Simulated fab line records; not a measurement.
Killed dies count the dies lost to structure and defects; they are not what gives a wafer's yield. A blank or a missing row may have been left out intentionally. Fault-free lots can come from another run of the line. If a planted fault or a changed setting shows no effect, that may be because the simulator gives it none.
Chamber matching | flow n5_finfet | 4 sister chambers for N5_MOL_CONTACT_COAG_DESCUM_13 on rie_diel-03
The step chemistry O2, time 7 s. 8 wafers are shown with their chamber, then 10 later ones without.

## WAFERS WITH THEIR CHAMBER
wafer  | chamber | drypump_motor_current_A (A) | throttle_valve_pct (%)
L083.2 | 0       | 5.6                         | 20.22
L083.5 | 2       | 5.4                         | 20.17
L084.1 | 2       | 5.4                         | 20.19
L088.1 | 0       | 5.6                         | 20.24
L088.3 | 1       | 5.3                         | 20.21
L088.4 | 3       | 5.7                         | 20.26
L089.1 | 3       | 5.7                         | 20.27
L089.4 | 1       | 5.2                         | 20.20

## WAFERS WITHOUT THEIR CHAMBER
wafer  | drypump_motor_current_A (A) | throttle_valve_pct (%)
L089.5 | 5.3                         | 20.18
L091.2 | 5.5                         | 20.23
L091.3 | 5.6                         | 20.24
L091.6 | 5.4                         | 20.23
L093.1 | 5.4                         | 20.23
L093.3 | 5.7                         | 20.23
L093.6 | 5.6                         | 20.24
L097.1 | 5.4                         | 20.23
L097.3 | 5.6                         | 20.24
L097.5 | 5.4                         | 20.23

## CHAMBER TAKEN BY EACH
wafer  | from the rows above          | in truth
L089.5 | can't be placed: 1 or 2      | 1
L091.2 | 0                            | 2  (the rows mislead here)
L091.3 | 0                            | 0
L091.6 | can't be placed: 2 or 1 or 0 | 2
L093.1 | can't be placed: 2 or 1 or 0 | 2
L093.3 | can't be placed: 0 or 3      | 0
L093.6 | 0                            | 0
L097.1 | can't be placed: 2 or 1 or 0 | 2
L097.3 | 0                            | 0
L097.5 | can't be placed: 2 or 1 or 0 | 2
Correctly placed: 3 of 10. Can't be placed from these rows: 6 (the true chamber is among the candidates in 6). Placed wrongly: 1.
How it was worked out, from the rows above alone: a wafer's distance from a chamber is the root of the sum, over the readings, of the square of ((its reading less the chamber's mean) divided by the reading's scatter). The wafer belongs to the nearest chamber; if the next one is less than 2 further off, it can't be placed. A chamber's mean is the mean of its shown wafers. How the scatter is found: for the shown wafers, subtract from each reading the mean of its chamber, square and add these, divide the total by (wafers less chambers), then take the root.
